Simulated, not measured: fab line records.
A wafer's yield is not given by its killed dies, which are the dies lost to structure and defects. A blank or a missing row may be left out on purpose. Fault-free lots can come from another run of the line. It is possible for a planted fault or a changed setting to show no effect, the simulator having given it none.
fab line records	flow nand-harc
record lots=5	wafers=14	last-day=23
route steps=1159 shown A_WL_FILL@817 A_CONTACT@840 END@1159
lots untouched by any fault: they come from a run of this same line in which no faults occurred
start-h: the number of hours between the record's first day and the start of the first shown wafer of the lot	wait-h: hours elapsed since this lot's preceding step	" as in the row above	L1.1+2: a row that stands for several wafers	- no value, or no start given	* or withheld: withheld	< > ~ a bound
route shown NAME@n: names a module that has steps shown in the file, with the first one's number in the route	usual: average and standard deviation across the fault-free wafers	same: alike in all rows	chamber/n: place in a boat	sites: each site's reading	_std_site: standard deviation of those values	_edge_site: the outer-site mean with the inner-site mean subtracted	radius-mm: how far each site lies from the wafer's centre	mask NAME#n: copy n	behind: the most recent tool/chamber to have shaped the wafer	hold: cause of the lot's hold/its duration in hours/its outcome	device: whichever transistor did not switch (one of n, p or np)	end of line: tests run on the same wafers once the route is complete	where a step has no rows: the recipe by itself	killed: not the wafer's yield, but the dies lost to structure and defects at the first sort	map: shows each die of a wafer: x if killed, . if not, _ if none is there
set.NAME: the run value of the setting; set.NAME@STEP: its run value at that earlier step	model.NAME: the simulator's own value behind a step, which no gauge read
lots at some steps of the route; a table a step, a row a wafer
services: from which hour (start-h, from the record's first day; less than 0 if before it) a tool's chamber was out of use, for how many hours, and why
## steps
# step NHARC_A_WL_FILL_STRIP_28
# recipe time-s=1200	temp-c=72.5	chemistry=post-etch-residue-remover
# step NHARC_A_WL_FILL_PRECLEAN_06
# recipe time-s=300	chemistry=DIW
# step NHARC_A_WL_FILL_SRD_07
# step NHARC_A_WL_FILL_ANNEAL_08
# recipe temp-c=450	time-s=1800
# step NHARC_A_WL_FILL_ALD_10
# recipe target-thk-a=500	pulse-time-s=10	ald-cycles=500	temp-c=300	material=SiO2
# step NHARC_A_WL_FILL_ETCHBACK_16
# recipe target-depth-a=880	time-s=17.6	c4f8-flow-sccm=withheld	o2-flow-sccm=8	ar-flow-sccm=withheld	rf-w=600	bias-w=800	chemistry=C4F8/O2/Ar
# usual oes-product-au=0.980/0.03	rf-vpp-V=724/3.8
lot.wafer	tool	chamber	start-h	wait-h	oes-product-au	rf-hours-counter-h	rf-vpp-V
L134.4	rie-diel-09	1	-	-	0.981	5.3	722
L134.3	"	3	"	"	0.994	5.6	729
L134.5	"	2	"	"	0.999	-	724
L137.4	rie-diel-09	3	-	-	1.002	6.6	728
L137.3	"	0	"	"	1.019	6.4	727
L137.6	"	3	"	"	0.998	-	729
L139.1	rie-diel-09	3	-	-	0.993	7.5	729
L139.3	"	2	"	"	0.998	7.8	725
L139.6	"	3	"	"	0.997	-	729
L141.1	rie-diel-09	2	-	-	0.992	8.1	724
L141.5	"	0	"	"	1.011	-	727
L141.6	"	2	"	"	0.984	-	724
L147.6	rie-diel-06	2	-	-	0.993	-	724
L147.5	"	3	"	"	0.988	-	724
# step NHARC_A_WL_FILL_STRIP_29
# recipe time-s=20	o2-flow-sccm=500	ar-flow-sccm=0	bias-w=0	chemistry=O2
# step NHARC_A_WL_FILL_ETCHBACK_17
# recipe target-depth-a=40	time-s=26.7	chemistry=Cl2/BCl3
# step NHARC_A_WL_FILL_PRECLEAN_18
# recipe time-s=30	chemistry=dHF
# step NHARC_A_WL_FILL_SRD_21
# step NHARC_A_WL_FILL_CVD_23
# recipe target-thk-a=400	temp-c=620	pressure-mtorr=200	time-s=800	material=poly-Si
# step NHARC_A_WL_FILL_ETCHBACK_26
# recipe target-depth-a=520	time-s=13.3	hbr-flow-sccm=150	rf-w=350	icp-w=350	bias-w=60	chemistry=HBr
# usual drypump-motor-current-A=5.4/0.37	oes-product-au=0.998/0.016	throttle-valve-pct=23.267/0.0084
lot.wafer	tool	chamber	start-h	wait-h	drypump-motor-current-A	oes-product-au	rf-hours-counter-h	throttle-valve-pct
L134.3	rie-si-01	0	362.16	0.4	5.0	0.982	0.28	23.256
L134.4	"	2	"	"	5.2	1.014	0.35	23.268
L134.5	"	3	"	"	5.1	1.008	-	23.268
L137.4	rie-si-01	1	388.67	0.4	5.5	1.005	0.52	23.259
L137.3	"	3	"	"	5.1	1.016	0.41	23.276
L137.6	"	2	"	"	5.2	1.020	-	23.257
L139.3	rie-si-05	2	400.03	0.4	5.3	0.999	1.15	23.267
L139.1	"	0	"	"	5.7	1.002	1.02	23.258
L139.6	"	3	"	"	6.0	0.995	-	23.253
L141.1	rie-si-01	1	412.01	0.4	5.5	0.997	0.67	23.277
L141.5	"	0	"	"	5.0	0.976	-	23.272
L141.6	"	1	"	"	5.5	1.006	-	23.264
L147.6	rie-si-01	0	452.55	0.4	5.0	0.958	-	23.280
L147.5	"	1	"	"	5.5	1.001	-	23.276
# step NHARC_A_WL_FILL_PRECLEAN_30
# recipe time-s=10	chemistry=dHF
# step NHARC_A_WL_FILL_SRD_14
# step NHARC_A_WL_FILL_ALD_19
# recipe target-thk-a=20	pulse-time-s=3	ald-cycles=100	temp-c=450	material=TiN
# step NHARC_A_WL_FILL_CVD_20
# recipe target-thk-a=750	temp-c=300	pressure-torr=40	wf6-flow-sccm=40	h2-flow-sccm=1600	ar-flow-sccm=1560	time-s=5064	material=W
# step NHARC_A_WL_FILL_CMP_12
# recipe t-overpolish-s=30	target-thk-nm=75
# usual motor-current-A=11.5/1.4	overpolish-run-s=29.999/0.0092	slurry-filter-dp-kPa=13.51/0.13	time-to-endpoint-s=14.9/2.6
# same t-overpolish-s=30
lot.wafer	tool	chamber	start-h	wait-h	motor-current-A	overpolish-run-s	slurry-filter-dp-kPa	time-to-endpoint-s
L134.4	cmp-02	3	367.71	2.9	12.3	29.987	13.66	11.9
L134.3	"	1	"	"	12.6	30.013	13.49	15.3
L134.5	"	3	"	"	12.0	30.007	13.42	11.7
L137.4	cmp-02	2	401.80	2.2	9.7	30.004	13.59	13.1
L137.3	"	3	"	"	11.6	30.008	13.64	13.3
L137.6	"	1	"	"	13.2	30.012	13.45	16.1
L139.1	cmp-02	2	406.32	4.3	10.2	30.003	13.56	15.8
L139.3	"	3	"	"	12.3	30.002	13.31	15.0
L139.6	"	3	"	"	12.0	29.999	13.47	15.9
L141.1	cmp-04	2	419.58	3.7	10.9	29.986	13.45	16.5
L141.5	"	0	"	"	12.3	30.007	13.27	14.8
L141.6	"	1	"	"	10.7	30.009	13.75	12.9
L147.5	cmp-02	3	458.31	0.8	12.1	29.996	13.51	15.2
L147.6	"	0	"	"	12.3	29.994	13.63	18.6
# step NHARC_A_WL_FILL_SRD_31
# step NHARC_A_CONTACT_DEP_24
# recipe target-thk-a=5000	temp-c=400	pressure-torr=6.5	rf-w=900	teos-flow-sccm=161.4	flow-sccm=2650	target-thk-nm=500	gas=O2	material=SiO2
# step NHARC_A_CONTACT_DEP_28
# recipe target-thk-a=36000	temp-c=400	material=aC
# usual throttle-valve-pct=35.000/0.0092
lot.wafer	tool	chamber	start-h	wait-h	throttle-valve-pct
L134.3	acl-dep-02	0	371.54	2.7	34.996
L134.4	"	0	"	"	35.003
L134.5	"	0	"	"	34.983
L137.3	acl-dep-03	0	403.69	0.8	34.994
L137.4	"	0	"	"	34.999
L137.6	"	0	"	"	34.999
L139.1	acl-dep-02	0	410.83	3.4	35.009
L139.3	"	0	"	"	35.002
L139.6	"	0	412.65	5.2	35.017
L141.1	acl-dep-03	0	422.07	1.4	35.020
L141.5	"	0	423.52	2.9	34.997
L141.6	"	0	"	"	34.991
L147.5	acl-dep-03	0	461.07	1.8	34.996
L147.6	"	0	"	"	34.994
# step NHARC_A_CONTACT_DEP_29
# recipe target-thk-a=700	target-thk-nm=70	temp-c=400	pressure-torr=3.5	flow-sccm=200	rf-w=350	material=SiON
# step NHARC_A_CONTACT_DEHYDRATE_32
# recipe temp-c=150	time-s=120
# step NHARC_A_CONTACT_HMDS_33
# recipe time-s=30
# step NHARC_A_CONTACT_COAT_34
# recipe temp-c=260	time-s=75
# step NHARC_A_CONTACT_COAT_35
# recipe temp-c=225	time-s=65
# step NHARC_A_CONTACT_COAT_36
# recipe spin-rpm=1500	resist-thk-nm=90
# step NHARC_A_CONTACT_SOFTBAKE_37
# recipe temp-c=105	time-s=55
# step NHARC_A_CONTACT_EBR_38
# step NHARC_A_CONTACT_EXPOSE_39
# recipe na=1.35	sigma-outer=0.8	dose-mj=58.79	mask-id=A_CC_3
# step NHARC_A_CONTACT_PEB_40
# recipe peb-temp-c=100	peb-time-s=65
# step NHARC_A_CONTACT_DEVELOP_41
# recipe develop-time-s=35	dev-temp-c=23
# step NHARC_A_CONTACT_CD_MEAS_42
# recipe target-cd-nm=200	landing-energy-ev=500
# usual cd-nm=199.6/0.63
lot.wafer	tool	chamber	start-h	wait-h	cd-nm
L134.3	cd-sem-03	0	373.78	-	199.1
L134.4	"	0	"	"	198.8
L134.5	"	0	"	"	199.5
L137.3	cd-sem-01	0	405.92	-	199.7
L137.4	"	0	"	"	198.7
L137.6	"	0	"	"	199.9
L139.1	cd-sem-03	0	413.79	-	199.2
L139.3	"	0	"	"	199.2
L139.6	"	0	"	"	199.8
L141.1	cd-sem-02	0	424.94	-	200.3
L141.5	"	0	"	"	200.5
L141.6	"	0	"	"	200.2
L147.5	cd-sem-03	0	462.56	-	200.1
L147.6	"	0	"	"	199.9
# step NHARC_A_CONTACT_OVL_MEAS_43
# usual overlay-x-nm=-0.1/0.66	overlay-y-nm=0.1/0.98
lot.wafer	tool	chamber	start-h	wait-h	overlay-x-nm	overlay-y-nm
L134.3	overlay-02	-	373.87	-	0.7	-0.2
L134.4	"	-	"	"	0.7	-0.4
L134.5	"	-	"	"	0.6	0.2
L137.3	overlay-02	-	406.01	-	0.6	1.8
L137.4	"	-	"	"	0.8	1.9
L137.6	"	-	"	"	0.3	1.8
L139.1	overlay-02	-	413.88	-	-1.5	-0.9
L139.3	"	-	"	"	-0.6	-0.2
L139.6	"	-	"	"	-0.5	-0.8
L141.1	overlay-02	-	425.03	-	0.5	-0.8
L141.5	"	-	"	"	0.4	-0.9
L141.6	"	-	"	"	0.4	-1.3
L147.5	overlay-01	-	462.64	-	-0.5	-0.3
L147.6	"	-	"	"	-0.3	-0.1
# step NHARC_A_CONTACT_DESCUM_47
# recipe time-s=3	o2-flow-sccm=200	ar-flow-sccm=0	bias-power-w=0	chemistry=O2
# usual drypump-motor-current-A=5.67/0.23	oes-product-au=0.998/0.011	rf-vpp-V=57.7/0.9	showerhead-plenum-p-Torr=1.89/0.078	throttle-valve-pct=11.311/0.0083
lot.wafer	tool	chamber	start-h	wait-h	hold	drypump-motor-current-A	oes-product-au	rf-hours-counter-h	rf-vpp-V	showerhead-plenum-p-Torr	throttle-valve-pct
L134.4	rie-diel-08	1	374.03	0.1	-	5.91	0.991	14	59.2	1.99	11.308
L134.3	"	2	"	"	-	5.36	0.986	14	58.2	1.79	11.319
L134.5	"	2	"	"	-	5.34	0.987	-	56.8	1.79	11.302
L137.3	rie-diel-08	0	406.11	0.1	-	5.57	0.997	20	57.1	1.87	11.308
L137.4	"	2	"	"	-	5.37	0.994	18	57.3	1.79	11.308
L137.6	"	3	"	"	-	5.98	0.997	-	57.6	1.86	11.306
L139.3	rie-diel-11	3	413.98	0.1	-	5.79	0.984	13	58.6	1.98	11.303
L139.1	"	1	"	"	-	5.76	0.981	12	56.6	1.86	11.319
L139.6	"	2	"	"	-	5.59	1.010	-	57.6	1.83	11.301
L141.1	rie-diel-08	1	425.13	0.1	-	5.92	1.009	24	58.3	1.99	11.325
L141.6	"	1	"	"	-	5.92	1.000	-	58.1	1.99	11.300
L141.5	"	2	"	"	-	5.35	1.002	-	55.8	1.79	11.303
L147.6	rie-diel-08	0	475.45	12.6	await-dispo/12.5h/release	5.60	1.000	-	56.7	1.87	11.317
L147.5	"	1	"	"	await-dispo/12.5h/release	5.92	1.005	-	57.8	1.99	11.301
# step NHARC_A_CONTACT_ETCH_48
# recipe target-depth-a=390	over-etch-frac=0.3	time-s=65	ion-energy-ev=80	cf4-flow-sccm=150	ar-flow-sccm=0	rf-w=300	bias-w=100	chemistry=CF4
# usual drypump-motor-current-A=5.67/0.23	oes-product-au=0.997/0.01	rf-vpp-V=151.0/1.1	showerhead-plenum-p-Torr=1.75/0.066	throttle-valve-pct=13.284/0.0096
lot.wafer	tool	chamber	start-h	wait-h	drypump-motor-current-A	oes-product-au	rf-hours-counter-h	rf-vpp-V	showerhead-plenum-p-Torr	throttle-valve-pct
L134.3	rie-diel-08	1	374.13	0.1	5.93	0.990	14	152.8	1.84	13.276
L134.4	"	2	"	"	5.37	0.992	14	149.7	1.66	13.295
L134.5	"	2	"	"	5.33	0.993	-	150.6	1.66	13.278
L137.3	rie-diel-08	1	406.21	0.1	5.92	0.995	19	151.0	1.83	13.269
L137.4	"	0	"	"	5.57	1.014	20	150.7	1.73	13.291
L137.6	"	2	"	"	5.34	0.996	-	150.2	1.66	13.277
L139.1	rie-diel-11	0	414.06	0.1	5.45	0.999	13	151.2	1.85	13.284
L139.3	"	2	"	"	5.60	1.011	12	150.9	1.70	13.278
L139.6	"	0	"	"	5.43	0.998	-	154.1	1.85	13.276
L141.1	rie-diel-08	2	425.48	0.3	5.34	1.005	23	152.3	1.66	13.279
L141.6	"	2	"	"	5.35	0.993	-	150.1	1.66	13.270
L141.5	"	1	"	"	5.92	0.997	-	152.1	1.83	13.297
L147.5	rie-diel-08	3	475.52	0.1	5.96	0.981	-	152.2	1.72	13.282
L147.6	"	0	"	"	5.59	0.999	-	150.9	1.73	13.293
# step NHARC_END_SORT_01
# recipe temp-c=25
# usual killed-at-array=27/9.9	killed-at-other=0.5/0.76	killed-at-periphery=3.4/2.2	killed-dies=31/10	killed-open=3.3/2	killed-short=2.0/1.5
# same gross-dies=677
lot.wafer	tool	chamber	start-h	wait-h	killed-at-array	killed-at-other	killed-at-periphery	killed-dies	killed-open	killed-short
L147.5	prober-02	0	561.03	3.7	44	1	2	47	9	3
L147.6	prober-02	0	561.83	4.0	90	2	2	94	3	2
# killed by level:class
L147.5 A_SLIT:chamber-film-flake=16 A_CHANNEL_HOLE_D1:chamber-film-flake=8 A_STAIRCASE:chamber-film-flake=5 A_CONTACT:geometric-particle:open=3 A_CONTACT:chamber-film-flake=3 A_CHANNEL_HOLE_D1:geometric-particle:open=2 P_CONTACT:geometric-particle:open=1 A_CHANNEL_HOLE_D1:geometric-particle:short=1
L147.6 A_WL_FILL:unspecified=61 A_SLIT:chamber-film-flake=14 A_CHANNEL_HOLE_D1:chamber-film-flake=6 A_CONTACT:chamber-film-flake=3 A_STAIRCASE:chamber-film-flake=2 THIN_TSV:chamber-film-flake=2 P_M0:geometric-particle:short=1 P_M0:geometric-particle:open=1
# map L147.6 (x killed, . not)
____________.____________
_________......._________
_______..........._______
______.............______
_____.............x._____
____x...............x____
____.................____
___.............xx.xx.___
___...............xxx.___
__.............xxxxxxx.__
__.......x...xx.xxxxxxx__
_...............xxxxxxx._
_.............xxxxxxxx.._
_...............xxxxxx.._
_...............xxxxx..._
_...............xxxxxx.._
................xxxxx....
..........x.......xx.....
..............x.xx..x....
x..........x........x....
..........x..............
_......x..x.x..........._
_........xxx............_
_...x...x.xx............_
_.......xx.x............_
_.........x............._
__.......x.............__
__......x..............__
___...................___
___...........x.......___
____.................____
____.....x...........____
_____........x......_____
______.............______
_______..........._______
_________......._________
____________.____________
# map L137.6 (x killed, . not)
____________.____________
_________......._________
_______..........x_______
______.............______
_____..............._____
____...xx............____
____................x____
___...................___
___...................___
__....................x__
__.....................__
_...............x......._
_......................._
_....x.................._
_.................x....._
_......................._
.........................
.........................
...........x........x....
..........x....x.........
......xx..x..............
_.......x.x.x..........._
_.........x............._
_..x.....x.............._
_......x..x.x..........._
_......x..x............._
__.........x...........__
__..x..........x.......__
___...................___
___..x................___
____.................____
____.................____
_____..............._____
______.............______
_______..........._______
_________......._________
____________.____________
## services
tool	chamber	start-h	hours	kind
rie-diel-08	0	335.30	-	clean
rie-diel-08	1	335.30	-	clean
rie-diel-08	2	335.30	-	clean
rie-diel-08	3	335.30	-	clean
cmp-02	-	337.76	0.3	repair
cmp-04	-	338.99	5.2	repair
acl-dep-02	-	352.25	13.0	pm
rie-diel-08	3	359.70	1.3	repair
rie-diel-11	-	366.50	9.0	pm
rie-diel-06	3	368.17	9.8	repair
rie-diel-09	1	390.44	19.3	repair
cmp-04	-	399.07	4.0	pm
cmp-02	-	405.59	0.5	repair
rie-si-01	2	406.41	4.9	repair
acl-dep-03	-	407.08	13.0	pm
rie-si-05	-	416.00	9.0	pm
rie-diel-06	-	418.20	9.0	pm
cmp-02	-	422.62	4.0	pm
rie-diel-09	-	431.17	9.0	pm
rie-diel-08	1	437.38	8.4	repair
rie-diel-09	3	449.04	6.7	repair
cmp-02	-	456.55	1.2	repair
rie-si-01	1	459.52	7.1	repair
rie-diel-08	2	461.42	1.3	repair
## key
first-sign step=NHARC_END_SORT_01	reading=killed-at-array	direction=up	sigmas=6.4	usual=27	struck=90
effect step=NHARC_END_SORT_01	reading=killed-dies	direction=up	sigmas=6.3	usual=31	struck=94
more-kills-born-at NHARC_A_WL_FILL_ETCHBACK_26@rie-si-01=61
met-at NHARC_A_WL_FILL_ETCHBACK_26
struck-wafers L147.6
tester-left-out L147
onset-between 412.01 452.55
fault kind=chamber-particle-source	tool=rie-si-01	chamber=0	onset-h=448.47	steps=NHARC_A_WL_FILL_ETCHBACK_26	rate-per-visit-cm2=0.38641	end-h=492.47
# tester-left-out: of these lots the tester's yield and bins aren't shown, on N5 and GAA mostly nor the transistor test; their killed dies are dies lost to structure and defects alone, not to doping, threshold or leakage, so they don't give the yield
